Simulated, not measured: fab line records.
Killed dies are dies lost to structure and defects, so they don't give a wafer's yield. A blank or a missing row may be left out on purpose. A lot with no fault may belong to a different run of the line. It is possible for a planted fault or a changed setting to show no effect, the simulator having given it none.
Matching of chambers -- flow nand harc -- NHARC_A_M1_CMP_23 on cmp-03 has 4 sister chambers
The step polishes, t overpolish 20 s, target thk 154.34 nm. 14 wafers are shown with their chamber, then 7 later ones without.

WAFERS, EACH WITH ITS CHAMBER
wafer,chamber,motor current A (A),time to endpoint s (s),edge zone pressure frac
L077.3,3,9.3,32.6,1.000
L077.5,0,12.9,29.4,0.997
L077.6,1,11.1,31.0,1.003
L080.1,2,13.5,28.3,0.995
L080.5,3,9.8,30.0,1.000
L080.6,2,12.2,30.5,0.995
L082.1,0,13.1,27.2,0.997
L082.3,1,10.7,23.3,1.001
L082.6,3,9.3,28.1,1.002
L083.1,0,12.9,27.4,1.005
L083.3,2,12.9,30.0,1.001
L083.4,1,11.1,24.2,0.997
L084.1,0,12.9,27.6,1.000
L084.2,3,9.6,32.1,0.995

SIGNATURES, as means of the wafers listed above
reading,chamber 0,chamber 1,chamber 2,chamber 3,scatter within a chamber
motor current A,12.950,10.967,12.867,9.500,0.341
time to endpoint s,27.900,26.167,29.600,30.700,2.32
edge zone pressure frac,0.99975,1.00033,0.99700,0.99925,0.00335
Rule: for a wafer and a chamber, the distance is found by dividing, reading by reading, the gap between the wafer's reading and the chamber's mean by the reading's scatter, squaring, summing and taking the root. If the next closest chamber is less than 2 further off than the closest, the wafer can't be placed; otherwise it belongs to the closest. How the scatter is found: for the shown wafers, subtract from each reading the mean of its chamber, square and add these, divide the total by (wafers less chambers), then take the root.

WAFERS MISSING THEIR CHAMBER
wafer,motor current A (A),time to endpoint s (s),edge zone pressure frac
L084.3,12.0,32.1,0.998
L095.1,9.9,30.4,0.999
L095.3,12.6,32.2,1.003
L095.4,13.6,28.9,0.997
L097.3,13.4,23.8,0.991
L097.4,9.4,29.5,1.001
L097.5,10.7,24.4,0.995

CHAMBER TAKEN BY EACH
wafer,from the rows above,in truth
L084.3,can't be placed: 2 or 0 or 1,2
L095.1,3,3
L095.3,can't be placed: 2 or 0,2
L095.4,can't be placed: 0 or 2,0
L097.3,can't be placed: 0 or 2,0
L097.4,3,3
L097.5,1,1
3 of 7 placed correctly. Unplaceable from these rows: 4, with the true chamber sitting among the candidates in 4. Number placed wrongly: 0.
